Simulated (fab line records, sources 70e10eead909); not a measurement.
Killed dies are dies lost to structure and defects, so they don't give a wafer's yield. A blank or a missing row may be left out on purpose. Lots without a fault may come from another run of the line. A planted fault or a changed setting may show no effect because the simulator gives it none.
A struck lot beside a sound one | flow nand_harc | 14 steps out of a route of 1159
Sound: wafers L525.1, L525.4, L525.6. Struck: wafer L532.2. (L532.3 of the same lot was not struck and is left out.) The cause comes at the end.
At each step with rows: each side's tool, then ch and its chambers, then its first start. Under that, the readings that differ: sound wafers | struck wafers | difference of the means | sigmas: that difference in standard deviations of wafers without a fault.
alike: readings whose means differ by less than 2 such deviations, and words and numbers that are the same on both sides. not compared: withheld readings, readings that some wafer has no value for, bounds like >300 that may hide the same value, and numbers for which the record gives no deviation and whose values overlap.
The two part at a step that has a row with sigmas, a row that says differs or no value, or rows on one side only. Numbers that don't overlap but have no deviation are shown without sigmas and don't part them. A reading that every wafer of one side lacks parts them only if that side has two wafers or more.

first, 5 steps without rows for these wafers: NHARC_A_CHANNEL_HOLE_D1_SOFTBAKE_05 (time 55 s); NHARC_A_CHANNEL_HOLE_D1_EBR_06; NHARC_A_CHANNEL_HOLE_D1_EXPOSE_07 (exposes mask HOLE D1, target cd 100 nm); NHARC_A_CHANNEL_HOLE_D1_PEB_08 (peb time 65 s); NHARC_A_CHANNEL_HOLE_D1_DEVELOP_09 (develop time 35 s).
NHARC_A_CHANNEL_HOLE_D1_CD_MEAS_10: target cd 100 nm.
  sound on cd_sem-01 ch 0, day 9 06:29; struck on cd_sem-02 ch 0, day 11 02:22
  reading    | sound          | struck | difference | sigmas
  cd_nm (nm) | 98.9 98.7 99.0 | 100.9  | +2.0       | +4
NHARC_A_CHANNEL_HOLE_D1_OVL_MEAS_11:
  sound on overlay-01, day 9 06:35; struck on overlay-01, day 11 02:28
  alike: overlay_x_nm, overlay_y_nm
NHARC_A_CHANNEL_HOLE_D1_INSPECT_12:
  sound on defect_inspect-01, day 9 06:37; struck on defect_inspect-01, day 11 02:30
  alike: raw_defect_count
NHARC_A_CHANNEL_HOLE_D1_DESCUM_15: chemistry O2, time 3 s.
  sound on rie_diel-13 ch 0,3, day 9 06:40; struck on rie_diel-04 ch 3, day 11 02:34
  reading               | sound             | struck | difference | sigmas
  oes_product_au (a.u.) | 1.003 0.992 1.009 | 0.978  | -0.023     | -2
  alike: chamber_pressure_mTorr, drypump_motor_current_A, rf_vpp_V, showerhead_plenum_p_Torr, throttle_valve_pct
  not compared: rf_hours_counter_h
NHARC_A_CHANNEL_HOLE_D1_ETCH_38: etches the open film in CF4, target depth 39 nm, time 65 s.
  sound on rie_diel-13 ch 0,3, day 9 06:46; struck on rie_diel-04 ch 3, day 11 02:38
  alike: cf4_flow_sccm, chamber_pressure_mTorr, drypump_motor_current_A, oes_product_au, rf_vpp_V, showerhead_plenum_p_Torr, throttle_valve_pct
  not compared: rf_hours_counter_h
NHARC_A_CHANNEL_HOLE_D1_ETCH_39: etches the open film in N2/H2, target depth 260 nm, time 325 s.
  sound on rie_diel-13 ch 1,3; struck on rie_diel-04 ch 3
  reading               | sound             | struck | difference | sigmas
  oes_product_au (a.u.) | 1.005 1.005 1.019 | 0.981  | -0.029     | -3
  alike: chamber_pressure_mTorr, drypump_motor_current_A, rf_vpp_V, showerhead_plenum_p_Torr, throttle_valve_pct
  not compared: rf_hours_counter_h
NHARC_A_CHANNEL_HOLE_D1_ETCH_34: etches the open film in CF4/CHF3, target depth 154 nm, time 77 s.
  sound on rie_diel-13 ch 0,2,3; struck on rie_diel-04 ch 2
  alike: cf4_flow_sccm, chamber_pressure_mTorr, drypump_motor_current_A, oes_product_au, rf_vpp_V, showerhead_plenum_p_Torr, throttle_valve_pct
  not compared: rf_hours_counter_h
NHARC_A_CHANNEL_HOLE_D1_ETCH_16: etches the open film in O2/COS, target depth 3100 nm, time 806 s.
  sound on rie_diel-13 ch 0,1, day 9 07:12; struck on rie_diel-04 ch 0, day 11 03:31
  reading                         | sound             | struck | difference | sigmas
  oes_product_au (a.u.)           | 1.010 0.992 1.006 | 0.854  | -0.149     | -12
  showerhead_plenum_p_Torr (Torr) | 3.33 3.20 3.20    | 2.95   | -0.29      | -2
  alike: chamber_pressure_mTorr, drypump_motor_current_A, rf_vpp_V, throttle_valve_pct
  not compared: rf_hours_counter_h
NHARC_A_CHANNEL_HOLE_D1_CD_MEAS_18:
  sound on cd_sem-03, day 9 07:47; struck on cd_sem-01, day 11 04:06
  alike: cd_nm

WHERE THEY PART
First at NHARC_A_CHANNEL_HOLE_D1_CD_MEAS_10; last, within this record, at NHARC_A_CHANNEL_HOLE_D1_ETCH_16. Later steps at which nothing parts them and some readings are alike: NHARC_A_CHANNEL_HOLE_D1_CD_MEAS_18.

WHY: what the simulator had put in
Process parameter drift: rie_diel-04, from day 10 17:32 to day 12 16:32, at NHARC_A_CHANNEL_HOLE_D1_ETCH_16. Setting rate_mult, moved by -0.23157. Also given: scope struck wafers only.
